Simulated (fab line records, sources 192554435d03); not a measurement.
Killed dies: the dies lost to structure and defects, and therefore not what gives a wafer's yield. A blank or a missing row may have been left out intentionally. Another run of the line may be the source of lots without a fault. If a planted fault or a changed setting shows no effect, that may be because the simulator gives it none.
A struck lot beside a sound one || flow n5_finfet || 39 steps out of a route of 1938
Sound: these wafers, L829.1, L829.2, L829.6. The struck wafers were L833.1, L833.4, L833.5. The cause is named last.
Each step with rows lists, per side, the tool, then ch with its chambers, then its first start. Under that, the readings that differ: sound wafers || struck wafers || difference of the means || sigmas: that difference in standard deviations of wafers without a fault.
alike: words and numbers the same on both sides, and readings whose means are apart by under 2 such deviations; not compared: readings that were withheld, readings missing a value for some wafer, numbers with overlapping values and no deviation given by the record, and bounds like >300 which may hide the same value.
The two part at a step that has a row with sigmas, a row that says differs or no value, or rows on one side only. Non-overlapping numbers with no deviation appear without sigmas and do not part them. Lack of a reading on every wafer of one side parts them only where that side has two or more wafers.

first, 9 steps without rows for these wafers: N5_GATE_CUT_CMP_23 (polishes, stops on SiO2, t overpolish 23.4 s, target thk 16 nm); N5_GATE_CUT_CMP_43 (polishes SiO2); N5_GATE_CUT_CMP_61 (polishes, stops on SiNx, t overpolish 3 s); N5_MOL_CONTACT_COAG_COAT_103 (time 60 s, resist thk 80 nm); N5_MOL_CONTACT_COAG_COAT_104 (time 60 s, resist thk 12 nm); N5_MOL_CONTACT_COAG_COAT_58 (time 60 s, resist thk 10 nm); N5_MOL_CONTACT_COAG_COAT_02 (resist thk 30 nm); N5_MOL_CONTACT_COAG_EBR_04; N5_MOL_CONTACT_COAG_SOFTBAKE_03 (time 60 s).
N5_MOL_CONTACT_COAG_EXPOSE_05: exposes mask CA, defocus 0 nm.
  sound on euv_scanner-02 ch 0, day 5 12:55; struck on euv_scanner-02 ch 0, day 6 09:44
  alike: mask
then, 2 steps without rows for these wafers: N5_MOL_CONTACT_COAG_PEB_06 (peb time 60 s); N5_MOL_CONTACT_COAG_DEVELOP_07 (develop time 30 s).
N5_MOL_CONTACT_COAG_CD_MEAS_08: the cd target is 28 nm.
  sound on cd_sem-01 ch 0, day 5 13:03; struck on cd_sem-02 ch 0, day 6 09:52
{"reading": "cd_nm (nm)", "sound": "27.73 27.73 27.89", "struck": "27.38 26.27 27.20", "difference": -0.83, "sigmas": -3}
then, 1 step without rows for these wafers: N5_MOL_CONTACT_COAG_DESCUM_13 (chemistry O2, time 7 s).
N5_MOL_CONTACT_COAG_ETCH_59: etches underlayer in N2/H2, target depth 13 nm, time 10.4 s.
  sound on rie_diel-05 ch 0,1,2, day 5 13:13; struck on rie_diel-01 ch 0,1, day 6 10:01
{"reading": "model.MOL_CONTACT_COAG.cd_offset_nm (nm)", "sound": "-0.2 0.2 -0.2", "struck": "-1 -2 -1", "difference": -1, "sigmas": ""}
  alike: drypump_motor_current_A, etch_rf_on_time_s, h2_flow_sccm, oes_product_au, rf_vpp_V, showerhead_plenum_p_Torr, throttle_valve_pct
  not compared: rf_hours_counter_h
then, 7 steps without rows for these wafers: N5_MOL_CONTACT_COAG_ETCH_105 (etches SiARC in CF4, target depth 15.6 nm, time 26 s); N5_MOL_CONTACT_COAG_ETCH_106 (etches SOC in N2/H2, target depth 80 nm, overetch 16 nm, time 120 s); N5_MOL_CONTACT_COAG_STRIP_107 (strips in N2/H2); N5_MOL_CONTACT_COAG_STRIP_108 (strips in N2/H2); N5_MOL_CONTACT_COAG_CONTACT_ETCH_14 (etches SiO2 in C4F6/O2, target depth 27.5 nm, overetch 8.5 nm, time 20 s); N5_MOL_CONTACT_COAG_STRIP_109 (strips in C4F6/O2); N5_MOL_CONTACT_COAG_ETCH_15 (etches SiNx in CH3F/O2, stops on Si:P, target depth 7 nm).
N5_MOL_CONTACT_COAG_ETCH_110: etches Si in CF4/O2, target depth 2.5 nm, time 8 s.
  sound on rie_diel-05 ch 0,1,2, day 5 13:27; struck on rie_diel-01 ch 0,1, day 6 10:16
{"reading": "rf_vpp_V (V)", "sound": "125.1 121.1 121.3", "struck": "131.8 130.8 129.9", "difference": "+8.3", "sigmas": "+3"}
{"reading": "model.MOL_CONTACT_COAG.cd_offset_nm (nm)", "sound": "0 0.2 -0.4", "struck": "-0.8 -1.8 -0.6", "difference": -1.0, "sigmas": ""}
  alike: drypump_motor_current_A, oes_product_au, showerhead_plenum_p_Torr, throttle_valve_pct
  not compared: rf_hours_counter_h
then, 1 step without rows for these wafers: N5_MOL_CONTACT_COAG_STRIP_98 (strips in N2/H2).
N5_MOL_CONTACT_COAG_CD_MEAS_99: the cd target is 17.2 nm.
  struck on cd_sem-02, day 6 10:23; sound on cd_sem-02, day 5 13:34
{"reading": "cd_nm (nm)", "sound": "17.8 17.5 17.1", "struck": "16.9 15.3 16.6", "difference": -1.2, "sigmas": -3}
then, 12 steps without rows for these wafers: N5_MOL_CONTACT_COAG_IMPLANT_129; N5_MOL_CONTACT_COAG_PRECLEAN_111 (cleans in NF3:NH3, afs cycles 1, time 20 s, sublimation time 60 s); N5_MOL_CONTACT_COAG_TI_SIL_19 (material Ti, target thk 4.2 nm, time 15 s); N5_MOL_CONTACT_COAG_ALD_20 (deposits TiN, target thk 1.5 nm, pulse time 1 s, purge time 3 s); N5_MOL_CONTACT_COAG_SIL_ANNEAL_21 (time 60 s); N5_MOL_CONTACT_COAG_PRE_CLEAN_141 (time 60 s); N5_MOL_CONTACT_COAG_SPUTTER_143 (material Co, target thk 2.5 nm); N5_MOL_CONTACT_COAG_CO_FILL_22 (material Co, precursor CCTBA/H2, target thk 20 nm); N5_MOL_CONTACT_COAG_ANNEAL_113 (time 300 s); N5_MOL_CONTACT_COAG_PRE_CLEAN_142 (time 60 s); N5_MOL_CONTACT_COAG_SPUTTER_130 (material Co, target thk 47.5 nm); N5_MOL_CONTACT_COAG_PRECLEAN_125 (cleans in DIW, time 57.5 s).
-- here the record skips 3 days between the struck wafers' starts before and after, leaving off in module MOL_CONTACT_COAG and picking up in module BEOL_M4 (first step shown: number 1111 of the route) --
N5_BEOL_M4_RC_MEAS_101:
  sound on prober-02 ch 0, day 8 22:36; struck on prober-01 ch 0, day 9 17:16
{"reading": "RC_DENSE_N (ohm.um)", "sound": "19.1 19.5 20.2", "struck": "20.3 22.5 20.5", "difference": "+1.5", "sigmas": "+3"}
{"reading": "RC_DENSE_P (ohm.um)", "sound": "23.9 24.4 25.2", "struck": "25.3 28.1 25.7", "difference": "+1.9", "sigmas": "+3"}
{"reading": "RC_N (ohm.um)", "sound": "15.5 15.9 16.4", "struck": "16.6 18.3 16.9", "difference": "+1.3", "sigmas": "+4"}
{"reading": "RC_P (ohm.um)", "sound": "19.5 20.0 20.6", "struck": "20.5 22.9 20.9", "difference": "+1.4", "sigmas": "+3"}
  alike: DIBL_N, DIBL_P, IOFF_N, IOFF_P, ION_N, ION_P, SS_N, SS_P, VT_N, VT_P
-- here the record skips 5 days between the struck wafers' starts before and after, leaving off in module BEOL_M4 and picking up in module PASSIVATION (first step shown: number 1936 of the route) --
N5_PASSIVATION_PROBE_49:
  struck on prober-01, day 14 08:29; sound on prober-01, day 13 05:59
  alike: defect_limited_yield, killed_at_M0_to_M3, killed_at_M4_up, killed_at_contacts, killed_at_front_end, killed_at_other, killed_dies, killed_open, killed_short, sort_bin_5_function, sort_bin_6_memory, sort_bin_8_speed, sort_n_pass, sort_yield_pct

== WHERE THEY PART ==
At N5_MOL_CONTACT_COAG_CD_MEAS_08 first; at N5_BEOL_M4_RC_MEAS_101 last (within this record only). Later steps at which nothing parts them and some readings are alike: N5_PASSIVATION_PROBE_49.

WHY: the cause the simulator had injected
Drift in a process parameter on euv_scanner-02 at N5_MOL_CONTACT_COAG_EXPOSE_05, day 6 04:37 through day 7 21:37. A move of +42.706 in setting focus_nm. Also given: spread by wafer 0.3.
